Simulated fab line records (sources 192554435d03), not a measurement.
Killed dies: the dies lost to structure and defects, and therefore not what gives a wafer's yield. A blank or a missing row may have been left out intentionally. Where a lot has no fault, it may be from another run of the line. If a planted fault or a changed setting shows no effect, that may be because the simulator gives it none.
A struck lot beside a sound one | flow n5Finfet | 37 steps out of a route of 1938
Sound: wafers L336.1, L336.5, L336.6. Struck: wafer L326.4; the same lot's L326.1 was not struck, so it is left out; see the end for the cause.
Order at every step that has rows: each side's tool, ch and its chambers, its first start. Under that, the readings that differ: sound wafers | struck wafers | difference of the means | sigmas: that difference in standard deviations of wafers without a fault.
alike: a reading whose means differ by less than 2 such deviations, as well as words and numbers matching on both sides. not compared: withheld readings; readings where some wafer has no value; bounds like >300 that might hide an equal value; numbers whose values overlap and for which the record gives no deviation.
The two part at a step that has a row with sigmas, a row that says differs or no value, or rows on one side only. When numbers do not overlap yet have no deviation, they are printed without sigmas and do not part them. A reading missing from all wafers of one side parts the sides only when that side holds two or more wafers.

first, 9 steps without rows for these wafers: N5_BEOL_M4_ANNEAL_95 (time 240 s); N5_BEOL_M4_SPUTTER_96 (material Cu, target thk 4.5 nm, time 8.29 s); N5_BEOL_M4_ECD_50 (material Cu, target thk 300 nm); N5_BEOL_M4_ANNEAL_51 (time 90 s); N5_BEOL_M4_CMP_52 (polishes, stops on SiOC, t overpolish 6.8 s, target thk 40 nm); N5_BEOL_M4_PRE_CLEAN_60 (time 15 s); N5_BEOL_M4_CO_CAP_55 (material Co, precursor CCTBA/H2, target thk 2 nm, time 102.1 s); N5_BEOL_M4_PRE_CLEAN_56 (time 15 s); N5_BEOL_M4_DEP_57 (deposits SiCN from 3MS/NH3, target thk 8 nm, time 14 s).
N5_BEOL_M4_RC_MEAS_101:
  sound on prober-02 ch 0, day 13 06:49; struck on prober-01 ch 0, day 10 21:54
reading        | sound          | struck | difference | sigmas
DIBL_P (mV/V)  | 34.8 34.7 34.6 | 38.8   | +4.1       | +2
IOFF_P (nA/um) | 0.20 0.19 0.19 | 0.30   | +0.11      | +3
VT_N (mV)      | 252 253 254    | 244    | -9         | -3
  alike: DIBL_N, IOFF_N, ION_N, ION_P, SS_N, SS_P, VT_P
then, 24 steps without rows for these wafers: N5_BEOL_M5_ILD_DEP_00 (deposits SiCOH lowk from DEMS/porogen, target thk 140.64 nm, time 25.9 s); N5_BEOL_M5_CURE_79 (cures SiCOH lowk, time 240 s); N5_BEOL_M5_PECVD_70 (deposits SiO2 from TEOS/O2, target thk 16 nm, time 18 s); N5_BEOL_M5_HM_DEP_02 (deposits TiN, target thk 20 nm); N5_BEOL_M5_COAT_59 (time 60 s, resist thk 60 nm); N5_BEOL_M5_COAT_60 (time 60 s, resist thk 12 nm); N5_BEOL_M5_COAT_71 (time 60 s, resist thk 5 nm); N5_BEOL_M5_COAT_05 (resist thk 30 nm); N5_BEOL_M5_EBR_07; N5_BEOL_M5_SOFTBAKE_06 (time 60 s); N5_BEOL_M5_EXPOSE_08 (exposes mask M5, target cd 28 nm); N5_BEOL_M5_PEB_09 (peb time 60 s); N5_BEOL_M5_DEVELOP_10 (develop time 30 s); N5_BEOL_M5_DESCUM_16 (chemistry O2, time 7 s); N5_BEOL_M5_ETCH_72 (etches underlayer in N2/H2, target depth 6.5 nm, time 5.2 s); N5_BEOL_M5_ETCH_61 (etches SiARC in CF4, target depth 15.6 nm, time 26 s); N5_BEOL_M5_ETCH_62 (etches SOC in N2/H2, target depth 75 nm, overetch 15 nm, time 112.5 s); N5_BEOL_M5_STRIP_63 (strips in N2/H2); N5_BEOL_M5_STRIP_73 (strips in N2/H2); N5_BEOL_M5_STRIP_64 (strips in CF4); N5_BEOL_M5_HM_OPEN_17 (chemistry Cl2/BCl3, target TiN, target depth 20 nm, overetch 6 nm); N5_BEOL_M5_STRIP_19 (strips in O2); N5_BEOL_M5_COAT_65 (time 60 s, resist thk 60 nm); N5_BEOL_M5_COAT_66 (time 60 s, resist thk 12 nm).
N5_BEOL_M8_ALD_77: deposits TaN, target thk 2 nm, pulse time 2 s, purge time 3 s.
  sound on aldMetal-04 ch 1,2, day 14 13:56; struck on aldMetal-03 ch 3, day 12 12:28
reading                                | sound    | struck | difference | sigmas
aldCycles                              | 40 40 40 | 13     | -27        | 
model.TaN_of_BEOL_M8_ALD_77.thkNm (nm) | 2 2 2    | 0.6    | -1.4       | 
  alike: heaterPowerW
  not compared: sinceWetCleanH
-- here the record skips 2 days between the struck wafers' starts before and after, leaving off in module BEOL_M8 and picking up in module BEOL_M15 (first step shown: number 1830 of the route) --
N5_BEOL_M15_RC_MEAS_101:
  sound on prober-01 ch 0, day 16 22:10; struck on prober-02 ch 0, day 14 15:46
reading                   | sound                   | struck    | difference | sigmas
COMB_M11 (S/m)            | 1.6e-11 1.5e-11 1.4e-11 | 2.5e-11   | +1.0e-11   | +3
COMB_M5 (S/m)             | 5.2e-11 3.8e-11 4.1e-11 | 2.9e-11   | -1.5e-11   | -2
COMB_M6 (S/m)             | 2.1e-11 1.9e-11 1.8e-11 | 3.8e-11   | +1.9e-11   | +4
COMB_M8 (S/m)             | 2.3e-11 2.4e-11 2.8e-11 | 7.63e-10  | +7.38e-10  | +99 or more
COMB_M8_max_site (S/m)    | 3e-11 2.9e-11 3.6e-11   | 1.142e-09 | +1.110e-09 | +99 or more
SERP_M12 (ohm/um)         | 0.612 0.614 0.621       | 0.652     | +0.036     | +2
SERP_M8 (ohm/um)          | 13.7 13.6 13.2          | 11.9      | -1.6       | -3
SERP_M8_max_site (ohm/um) | 14.2 14.0 13.7          | 12.2      | -1.8       | -3
  alike: COMB_M10, COMB_M12, COMB_M13, COMB_M14, COMB_M15, COMB_M7, COMB_M9, SERP_M10, SERP_M11, SERP_M11_max_site, SERP_M13, SERP_M14, SERP_M5, SERP_M6, SERP_M6_max_site, SERP_M7, SERP_M9
N5_PASSIVATION_PROBE_49:
  sound on prober-01 at day 17 13:16; struck on prober-01 at day 15 06:26
reading                | sound          | struck | difference | sigmas
defectLimitedYield (%) | 88.7 91.3 92.1 | 81.7   | -9.0       | -7
killed_at_M0_to_M3     | 54 32 41       | 22     | -20        | -2
killed_at_M4_up        | 14 10 16       | 123    | +110       | +20
killedDies             | 133 103 93     | 216    | +106       | +7
killedOnRim            | 14 12 13       | 29     | +16        | +4
sort_bin_4_leakage (%) | 0 0 0          | 8.98   | +8.98      | +99 or more
sortNPass              | 1047 1077 1087 | 964    | -106       | -7
sortYieldPct (%)       | 88.7 91.3 92.1 | 81.7   | -9.0       | -7
  alike: killedAtContacts, killedAtFrontEnd, killedAtOther, killedOpen, killedShort, sort_bin_5_function, sort_bin_6_memory

## WHERE THEY PART
Last at N5_PASSIVATION_PROBE_49 as far as this record goes, first at N5_BEOL_M4_RC_MEAS_101.

WHY: what the simulator had put in
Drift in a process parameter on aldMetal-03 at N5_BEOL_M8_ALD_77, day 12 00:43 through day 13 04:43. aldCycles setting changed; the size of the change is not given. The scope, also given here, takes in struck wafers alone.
